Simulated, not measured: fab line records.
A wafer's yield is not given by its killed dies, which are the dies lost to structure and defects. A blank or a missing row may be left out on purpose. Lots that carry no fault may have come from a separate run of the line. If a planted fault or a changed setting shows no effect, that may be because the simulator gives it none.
What tool caused it? :: flow n5-finfet :: 33 wafers from 11 lots sampled at 5 of the route's 1938 steps

== WHAT THE GAUGES READ, wafer by wafer ==
N5_BEOL_M13_CD_MEAS_17: target cd 190 nm.
lot: L717
measured: day 11 01:19
on: cd-sem-01
cd-nm (nm): 189.8 190.8 191.1

lot: L719
measured: day 11 13:59
on: cd-sem-01
cd-nm (nm): 187.3 188.1 187.7

lot: L718
measured: day 11 16:20
on: cd-sem-03
cd-nm (nm): 188.3 187.7 187.4

lot: L722
measured: day 12 15:56
on: cd-sem-02
cd-nm (nm): 190.6 189.6 190.7

lot: L725
measured: day 13 00:17
on: cd-sem-02
cd-nm (nm): 190.4 190.6 189.5

lot: L728
measured: day 14 00:08
on: cd-sem-03
cd-nm (nm): 190.3 188.9 189.7

lot: L731
measured: day 14 06:15
on: cd-sem-01
cd-nm (nm): 189.2 189.0 189.1

lot: L733
measured: day 15 07:01
on: cd-sem-02
cd-nm (nm): 190.5 189.0 191.1

lot: L734
measured: day 15 10:52
on: cd-sem-03
cd-nm (nm): 189.4 188.3 188.3

lot: L737
measured: day 16 12:04
on: cd-sem-01
cd-nm (nm): 190.9 190.6 190.6

lot: L738
measured: day 17 01:18
on: cd-sem-01
cd-nm (nm): 188.9 191.2 192.2

N5_BEOL_M13_INSPECT_55: inspects for defects (darkfield).
lot: L717
measured: day 11 06:52
on: defect-inspect-01
raw-defect-count: 79 107 62

lot: L719
measured: day 11 17:38
on: defect-inspect-01
raw-defect-count: 55 87 65

lot: L718
measured: day 12 01:06
on: defect-inspect-01
raw-defect-count: 55 44 76

lot: L722
measured: day 12 21:04
on: defect-inspect-01
raw-defect-count: 479 505 467

lot: L725
measured: day 13 06:38
on: defect-inspect-02
raw-defect-count: 109 63 91

lot: L728
measured: day 14 02:57
on: defect-inspect-01
raw-defect-count: 515 508 489

lot: L731
measured: day 14 11:04
on: defect-inspect-02
raw-defect-count: 83 63 74

lot: L733
measured: day 15 10:13
on: defect-inspect-01
raw-defect-count: 57 55 51

lot: L734
measured: day 15 15:47
on: defect-inspect-01
raw-defect-count: 66 49 40

lot: L737
measured: day 16 19:52
on: defect-inspect-01
raw-defect-count: 61 43 57

lot: L738
measured: day 17 04:48
on: defect-inspect-02
raw-defect-count: 93 114 114

N5_BEOL_M14_OVL_MEAS_11.
lot: L717
measured: day 11 07:26
on: overlay-02
V13_OVL (nm): 1 11 -1

lot: L719
measured: day 11 18:12
on: overlay-01
V13_OVL (nm): -2 -2 -2

lot: L718
measured: day 12 01:47
on: overlay-01
V13_OVL (nm): -12 -10 -4

lot: L722
measured: day 12 21:38
on: overlay-01
V13_OVL (nm): 0 13 6

lot: L725
measured: day 13 07:13
on: overlay-01
V13_OVL (nm): 0 -1 1

lot: L728
measured: day 14 03:31
on: overlay-02
V13_OVL (nm): -6 -11 -8

lot: L731
measured: day 14 11:46
on: overlay-01
V13_OVL (nm): 7 -7 4

lot: L733
measured: day 15 10:47
on: overlay-01
V13_OVL (nm): -1 -1 0

lot: L734
measured: day 15 16:21
on: overlay-01
V13_OVL (nm): 4 -3 -1

lot: L737
measured: day 16 20:26
on: overlay-02
V13_OVL (nm): 4 -1 2

lot: L738
measured: day 17 05:22
on: overlay-01
V13_OVL (nm): 1 0 2

== TOOL THAT RAN EACH LOT (tool first, then ch and the chambers of the sampled wafers, then the start) ==
lot: L717
N5_BEOL_M13_SPUTTER_44: pvd-sputter-01, day 11 05:25
N5_BEOL_M13_PRE_CLEAN_52: pecvd-03 ch 0,1, day 11 06:45

lot: L719
N5_BEOL_M13_SPUTTER_44: pvd-sputter-01, day 11 16:31
N5_BEOL_M13_PRE_CLEAN_52: pecvd-04 ch 0,1,2, day 11 17:31

lot: L718
N5_BEOL_M13_SPUTTER_44: pvd-sputter-03, day 12 00:00
N5_BEOL_M13_PRE_CLEAN_52: pecvd-03 ch 0,1, day 12 00:59

lot: L722
N5_BEOL_M13_SPUTTER_44: pvd-sputter-03, day 12 19:58
N5_BEOL_M13_PRE_CLEAN_52: pecvd-03 ch 1,2, day 12 20:57

lot: L725
N5_BEOL_M13_SPUTTER_44: pvd-sputter-02, day 13 05:31
N5_BEOL_M13_PRE_CLEAN_52: pecvd-01 ch 0,1,2, day 13 06:32

lot: L728
N5_BEOL_M13_SPUTTER_44: pvd-sputter-01, day 14 01:50
N5_BEOL_M13_PRE_CLEAN_52: pecvd-03 ch 0,1, day 14 02:50

lot: L731
N5_BEOL_M13_SPUTTER_44: pvd-sputter-03, day 14 09:58
N5_BEOL_M13_PRE_CLEAN_52: pecvd-04 ch 0,1,2, day 14 10:57

lot: L733
N5_BEOL_M13_SPUTTER_44: pvd-sputter-02, day 15 09:06
N5_BEOL_M13_PRE_CLEAN_52: pecvd-01 ch 1,2, day 15 10:07

lot: L734
N5_BEOL_M13_SPUTTER_44: pvd-sputter-03, day 15 14:03
N5_BEOL_M13_PRE_CLEAN_52: pecvd-04 ch 0,2, day 15 15:40

lot: L737
N5_BEOL_M13_SPUTTER_44: pvd-sputter-03, day 16 18:46
N5_BEOL_M13_PRE_CLEAN_52: pecvd-04 ch 0,1,2, day 16 19:46

lot: L738
N5_BEOL_M13_SPUTTER_44: pvd-sputter-02, day 17 03:36
N5_BEOL_M13_PRE_CLEAN_52: pecvd-01 ch 0,2, day 17 04:39
- N5_BEOL_M13_SPUTTER_44: material Ta, target thk 10 nm, time 16.13 s.
- N5_BEOL_M13_PRE_CLEAN_52: time 15 s.

== WHAT THE TOOLS THEMSELVES READ (means of the sampled wafers that have a number; where no wafer has one, the mark that the record gives instead) ==
N5_BEOL_M13_SPUTTER_44.
lot: L717
tool: pvd-sputter-01
bias-v (V): 80.0
chamber-pressure-pa (Pa): 0.07
substrate-temp-c (C): 50.01
throttle-valve-pct (%): 29.9

lot: L719
tool: pvd-sputter-01
bias-v (V): 79.4
chamber-pressure-pa (Pa): 0.07
substrate-temp-c (C): 49.96
throttle-valve-pct (%): 29.9

lot: L718
tool: pvd-sputter-03
bias-v (V): 80.0
chamber-pressure-pa (Pa): 0.07
substrate-temp-c (C): 50.01
throttle-valve-pct (%): 29.0

lot: L722
tool: pvd-sputter-03
bias-v (V): 80.4
chamber-pressure-pa (Pa): 0.07
substrate-temp-c (C): 50.05
throttle-valve-pct (%): 30.2

lot: L725
tool: pvd-sputter-02
bias-v (V): 79.7
chamber-pressure-pa (Pa): 0.07
substrate-temp-c (C): 50.00
throttle-valve-pct (%): 30.3

lot: L728
tool: pvd-sputter-01
bias-v (V): 80.0
chamber-pressure-pa (Pa): 0.07
substrate-temp-c (C): 49.94
throttle-valve-pct (%): 29.8

lot: L731
tool: pvd-sputter-03
bias-v (V): 80.8
chamber-pressure-pa (Pa): 0.07
substrate-temp-c (C): 49.99
throttle-valve-pct (%): 30.2

lot: L733
tool: pvd-sputter-02
bias-v (V): 79.8
chamber-pressure-pa (Pa): 0.07
substrate-temp-c (C): 49.95
throttle-valve-pct (%): 29.8

lot: L734
tool: pvd-sputter-03
bias-v (V): 80.9
chamber-pressure-pa (Pa): 0.07
substrate-temp-c (C): 50.03
throttle-valve-pct (%): 30.1

lot: L737
tool: pvd-sputter-03
bias-v (V): 79.7
chamber-pressure-pa (Pa): 0.07
substrate-temp-c (C): 50.05
throttle-valve-pct (%): 29.5

lot: L738
tool: pvd-sputter-02
bias-v (V): 80.6
chamber-pressure-pa (Pa): 0.07
substrate-temp-c (C): 49.87
throttle-valve-pct (%): 29.3

== THE ANSWER, worked out from the rows above alone ==
Rule: the lots themselves supply what counts as usual. Put in order of their means at a reading, lots are off if they are a third of the lots or fewer, leave a main group of 4 or more, and stand apart from it by a gap of 3 or more times the standard deviation of the main group's means; of several such gaps the widest counts. A main group is skipped when, at the precision printed for the reading in the tables above, its means are all equal. Also off: a lot with no number at a reading for which 4 or more lots have one. All remaining lots with rows at the step are treated as sound. The gauges are gone through in route order, then the tools' own readings, and for those a lot's mean is taken as printed above. At the first step where some lot is off, the reading lying furthest off is the one used; lots without a number count as furthest.
Off: L722, L728, at N5_BEOL_M13_INSPECT_55 (raw-defect-count). Main group: mean 71, sd 18.
A tool fits if, at a process step before that reading, it ran every lot that is off, and no sound lot after the first of them. Gauges at N5_BEOL_M13_INSPECT_55: tried the same way as those tools. One fits: N5_BEOL_M13_PRE_CLEAN_52 on pecvd-03. Its last sound lot is L718 (day 12 00:59), its first lot that is off L722 (day 12 20:57): a fault that began between those two fits.

== WHAT THE SIMULATOR HAD PUT IN ==
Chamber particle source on pecvd-03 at N5_BEOL_M13_PRE_CLEAN_52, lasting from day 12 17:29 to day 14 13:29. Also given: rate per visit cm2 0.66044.
Lots struck among those shown: L722, L728. The rule above reached the same finding.
